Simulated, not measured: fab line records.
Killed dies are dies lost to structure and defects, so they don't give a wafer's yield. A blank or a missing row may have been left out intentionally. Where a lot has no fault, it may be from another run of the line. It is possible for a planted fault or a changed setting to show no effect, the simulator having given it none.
A lot that was struck, set against a sound lot	flow nand_harc	15 steps out of a route of 1302
Sound: wafers L165.4, L165.5, L165.6. Struck: wafer L171.6 (L171.3, L171.5, from the same lot, were not struck and are left out); the cause is given at the end.
Each step with rows lists, per side, the tool, then ch with its chambers, then its first start. Under that, the readings that differ: sound wafers	struck wafers	difference of the means	sigmas: that difference in standard deviations of wafers without a fault.
alike: readings with means less than 2 such deviations apart, plus words and numbers identical on both sides. not compared: withheld readings, readings lacking a value on some wafer, bounds such as >300 that could conceal the same value, and numbers that have no deviation in the record and whose values overlap.
The two part at a step that has a row with sigmas, a row that says differs or no value, or rows on one side only. When numbers do not overlap yet have no deviation, they are printed without sigmas and do not part them. A reading missing from all wafers of one side parts the sides only when that side holds two or more wafers.

first, 2 steps without rows for these wafers: NHARC_A_CONTACT_ETCH_118 (etches the open film in C4F8/O2/Ar, time 190 s, target depth 1850 nm); NHARC_A_CONTACT_ETCH_119 (etches the open film in C4F8/O2/Ar, time 190 s, target depth 1850 nm).
NHARC_A_CONTACT_ETCH_120: etches the open film in C4F8/O2/Ar, time 190 s, target depth 1850 nm.
  sound on har_cap_etch-03 ch 0,1, day 23 11:32; struck on har_cap_etch-03 ch 1, day 26 13:42
  not compared: rf_hours_counter_h
NHARC_A_CONTACT_ETCH_121: etches the open film in C4F8/O2/Ar, time 190 s, target depth 1850 nm.
  sound on har_cap_etch-03 ch 0,1, day 23 11:43; struck on har_cap_etch-03 ch 1, day 26 13:52
  not compared: rf_hours_counter_h
then, 1 step without rows for these wafers: NHARC_A_CONTACT_ETCH_122 (etches the open film in C4F8/O2/Ar, time 190 s, target depth 1850 nm).
NHARC_A_CONTACT_ETCH_123: etches the open film in C4F8/O2/Ar, time 490 s, target depth 2110 nm.
  sound on har_cap_etch-03 ch 0,1, day 23 12:14; struck on har_cap_etch-03 ch 1, day 26 14:20
  not compared: rf_hours_counter_h
then, 1 step without rows for these wafers: NHARC_A_CONTACT_ETCH_90 (etches the open film in CH3F/O2, target depth 40 nm, time 85.7 s).
NHARC_A_CONTACT_ETCH_96: etches the open film in C4F6/O2, target depth 20 nm, time 10 s.
  sound: rie_diel-10 ch 0,1; struck: rie_diel-01 ch 2
  alike: bias_w, c4f6_flow_sccm, drypump_motor_current_A, oes_product_au, rf_vpp_V, showerhead_plenum_p_Torr, throttle_valve_pct
  not compared: rf_hours_counter_h
NHARC_A_CONTACT_CD_MEAS_53:
  sound on cd_sem-02 at day 23 13:26; struck on cd_sem-02 at day 26 15:22
reading	sound	struck	difference	sigmas
cd_nm (nm)	289.0 288.5 287.2	290.2	+2.0	+2
then, 3 steps without rows for these wafers: NHARC_A_CONTACT_STRIP_99 (strips in N2/H2); NHARC_A_CONTACT_STRIP_100 (strips in CF4/CHF3); NHARC_A_CONTACT_STRIP_101 (strips in O2/COS).
NHARC_A_CONTACT_ETCH_102: etches the open film in CF4/O2, target depth 100 nm, overetch 10 nm, time 55 s.
  sound on rie_diel-01 ch 1,2,3, day 23 13:44; struck on rie_diel-10 ch 3, day 26 15:39
reading	sound	struck	difference	sigmas
oes_product_au (a.u.)	0.984 0.991 0.985	0.937	-0.050	-5
  alike: bias_w, drypump_motor_current_A, rf_vpp_V, showerhead_plenum_p_Torr, throttle_valve_pct
  not compared: rf_hours_counter_h
NHARC_A_CONTACT_STRIP_55: strips in O2.
  sound: rie_diel-01 ch 0,1; struck: rie_diel-10 ch 1
reading	sound	struck	difference	sigmas
drypump_motor_current_A (A)	6.50 6.50 5.71	5.62	-0.62	-2
rf_vpp_V (V)	55.6 58.5 56.6	58.7	+1.8	+2
  alike: oes_product_au, showerhead_plenum_p_Torr, throttle_valve_pct
  not compared: rf_hours_counter_h
-- break in the record here, with 3 days between the starts of the struck wafers on either side (left off in module A_CONTACT, picked up again in module END, where the first step shown is number 1302 on the route) --
NHARC_END_SORT_01:
  only the struck wafers appear in the record here, on prober-02 ch 0 at day 29 19:28; the sound ones have no rows

WHERE THEY PART
Earliest at NHARC_A_CONTACT_CD_MEAS_53; latest, in this record, at NHARC_END_SORT_01.

WHY: whatever the simulator had introduced
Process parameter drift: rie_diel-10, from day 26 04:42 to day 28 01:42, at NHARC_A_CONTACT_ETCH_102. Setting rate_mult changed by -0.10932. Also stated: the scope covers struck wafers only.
